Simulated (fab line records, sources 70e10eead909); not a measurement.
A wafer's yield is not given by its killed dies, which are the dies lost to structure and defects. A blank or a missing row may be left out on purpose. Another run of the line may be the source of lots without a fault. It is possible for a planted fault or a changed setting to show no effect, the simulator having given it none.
Chamber matching || flow nandHarc || NHARC_P_M1_CMP_23 on cmp-04 has 4 sister chambers
The step polishes, t overpolish 20 s, target thk 157.82 nm. 14 wafers are shown with their chamber, then 7 later ones without.

== WAFERS WITH THEIR CHAMBER ==
{"wafer": "L075.1", "chamber": 2, "motorCurrentA (A)": 11.3, "timeToEndpointS (s)": 29.4, "slurryFlowMlMin": 150.7}
{"wafer": "L075.2", "chamber": 3, "motorCurrentA (A)": 9.9, "timeToEndpointS (s)": 29.1, "slurryFlowMlMin": 150.2}
{"wafer": "L075.3", "chamber": 1, "motorCurrentA (A)": 13.2, "timeToEndpointS (s)": 28.0, "slurryFlowMlMin": 149.7}
{"wafer": "L085.2", "chamber": 0, "motorCurrentA (A)": 11.0, "timeToEndpointS (s)": 26.9, "slurryFlowMlMin": 149.9}
{"wafer": "L085.3", "chamber": 1, "motorCurrentA (A)": 12.5, "timeToEndpointS (s)": 26.7, "slurryFlowMlMin": 150.5}
{"wafer": "L085.6", "chamber": 0, "motorCurrentA (A)": 10.5, "timeToEndpointS (s)": 25.2, "slurryFlowMlMin": 149.4}
{"wafer": "L083.4", "chamber": 1, "motorCurrentA (A)": 12.2, "timeToEndpointS (s)": 27.8, "slurryFlowMlMin": 148.6}
{"wafer": "L083.5", "chamber": 1, "motorCurrentA (A)": 13.3, "timeToEndpointS (s)": 24.8, "slurryFlowMlMin": 149.3}
{"wafer": "L083.6", "chamber": 0, "motorCurrentA (A)": 10.6, "timeToEndpointS (s)": 26.8, "slurryFlowMlMin": 150.0}
{"wafer": "L090.4", "chamber": 1, "motorCurrentA (A)": 13.1, "timeToEndpointS (s)": 27.1, "slurryFlowMlMin": 150.5}
{"wafer": "L090.5", "chamber": 3, "motorCurrentA (A)": 10.1, "timeToEndpointS (s)": 29.1, "slurryFlowMlMin": 149.3}
{"wafer": "L090.6", "chamber": 0, "motorCurrentA (A)": 10.3, "timeToEndpointS (s)": 26.1, "slurryFlowMlMin": 150.4}
{"wafer": "L093.1", "chamber": 2, "motorCurrentA (A)": 10.9, "timeToEndpointS (s)": 28.7, "slurryFlowMlMin": 150.5}
{"wafer": "L093.2", "chamber": 3, "motorCurrentA (A)": 10.2, "timeToEndpointS (s)": 27.9, "slurryFlowMlMin": 150.0}

SIGNATURES, as means of the wafers listed above
{"reading": "motorCurrentA", "chamber 0": 10.600, "chamber 1": 12.860, "chamber 2": 11.100, "chamber 3": 10.067, "scatter within a chamber": 0.363}
{"reading": "timeToEndpointS", "chamber 0": 26.250, "chamber 1": 26.880, "chamber 2": 29.050, "chamber 3": 28.700, "scatter within a chamber": 0.978}
{"reading": "slurryFlowMlMin", "chamber 0": 149.925, "chamber 1": 149.720, "chamber 2": 150.600, "chamber 3": 149.833, "scatter within a chamber": 0.602}
Rule: distance of a wafer from a chamber = root of the sum over the readings of ((wafer's reading minus chamber's mean) / reading's scatter) squared. The wafer belongs to the nearest chamber; if the next one is less than 2 further off, it can't be placed. The scatter: take each reading less its chamber's mean, square it, sum over the shown wafers, divide by the number of wafers less the number of chambers, and take the root.

== WAFERS MISSING THEIR CHAMBER ==
{"wafer": "L093.3", "motorCurrentA (A)": 13.4, "timeToEndpointS (s)": 26.7, "slurryFlowMlMin": 150.2}
{"wafer": "L096.1", "motorCurrentA (A)": 12.1, "timeToEndpointS (s)": 25.3, "slurryFlowMlMin": 149.4}
{"wafer": "L096.4", "motorCurrentA (A)": 9.7, "timeToEndpointS (s)": 29.2, "slurryFlowMlMin": 150.5}
{"wafer": "L096.6", "motorCurrentA (A)": 9.7, "timeToEndpointS (s)": 27.9, "slurryFlowMlMin": 150.1}
{"wafer": "L095.3", "motorCurrentA (A)": 9.8, "timeToEndpointS (s)": 28.9, "slurryFlowMlMin": 149.7}
{"wafer": "L095.4", "motorCurrentA (A)": 10.5, "timeToEndpointS (s)": 26.5, "slurryFlowMlMin": 150.2}
{"wafer": "L095.6", "motorCurrentA (A)": 10.7, "timeToEndpointS (s)": 24.4, "slurryFlowMlMin": 150.2}

== WHICH CHAMBER EACH WENT THROUGH ==
{"wafer": "L093.3", "from the rows above": 1, "in truth": 1}
{"wafer": "L096.1", "from the rows above": "can't be placed: 1 or 0", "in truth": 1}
{"wafer": "L096.4", "from the rows above": 3, "in truth": 3}
{"wafer": "L096.6", "from the rows above": "can't be placed: 3 or 0", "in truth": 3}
{"wafer": "L095.3", "from the rows above": 3, "in truth": 3}
{"wafer": "L095.4", "from the rows above": 0, "in truth": 0}
{"wafer": "L095.6", "from the rows above": 0, "in truth": 0}
5 of 7 placed correctly. These rows do not allow placing 2 (true chamber among the candidates in 2). Placed wrongly: 0.
